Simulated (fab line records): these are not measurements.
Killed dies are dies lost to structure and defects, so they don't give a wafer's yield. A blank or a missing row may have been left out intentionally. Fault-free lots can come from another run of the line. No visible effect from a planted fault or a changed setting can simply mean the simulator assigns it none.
Which tool did it?	flow nand-harc	12 lots, 36 wafers sampled, at 2 steps of a route of 1159

## WHAT THE GAUGES SHOWED, per wafer
NHARC_A_ONON_D1_THK_MEAS_24: measures by ellipsometry.
lot	measured	on	thk-nm (nm)
L075	day 8 11:05	film-metro-01	993 994 993
L077	day 8 17:22	film-metro-01	991 994 993
L079	day 8 20:51	film-metro-02	1013 1013 1012
L081	day 9 20:23	film-metro-01	978 979 977
L083	day 10 06:46	film-metro-02	1003 1002 1003
L085	day 10 22:45	film-metro-02	1004 1003 1002
L086	day 11 05:32	film-metro-02	1010 1011 1012
L089	day 12 01:25	film-metro-02	1005 1004 1005
L092	day 12 12:17	film-metro-01	999 1003 1003
L095	day 13 02:55	film-metro-02	1006 1009 1007
L093	day 13 08:17	film-metro-01	988 989 989
L097	day 13 21:27	film-metro-02	1015 1014 1015

## WHAT TOOL EACH LOT RAN ON (gives the tool, then ch and the chambers of the sampled wafers, and finally the start)
lot	NHARC_P_BONDPAD_PVD_27
L075	pvd-sputter-01, day 8 11:05 or earlier
L077	pvd-sputter-01, day 8 17:22 or earlier
L079	pvd-sputter-02, day 8 20:51 or earlier
L081	pvd-sputter-03, day 9 20:23 or earlier
L083	pvd-sputter-03, day 10 06:46 or earlier
L085	pvd-sputter-03, day 10 22:45 or earlier
L086	pvd-sputter-02, day 11 05:32 or earlier
L089	pvd-sputter-02, day 12 01:25 or earlier
L092	pvd-sputter-02, day 12 12:17 or earlier
L095	pvd-sputter-03, day 13 02:55 or earlier
L093	pvd-sputter-01, day 13 08:17 or earlier
L097	pvd-sputter-01, day 13 21:27 or earlier
- NHARC_P_BONDPAD_PVD_27: deposits Cu, target thk 30 nm, time 20.49 s.

## THE ANSWER, worked out from the rows above alone
Rule: the lots themselves supply what counts as usual. Put in order of their means at a reading, lots are off if they are a third of the lots or fewer, leave a main group of 4 or more, and stand apart from it by a gap of 3 or more times the standard deviation of the main group's means; of several such gaps the widest counts. The tables above print the reading to a certain number of digits; a main group whose means all agree to those digits is not used. Also off: a lot with no number at a reading for which 4 or more lots have one. All remaining lots with rows at the step are treated as sound.
None of the lots is off at any reading shown; this tells nothing.

## WHAT THE SIMULATOR HAD PUT IN
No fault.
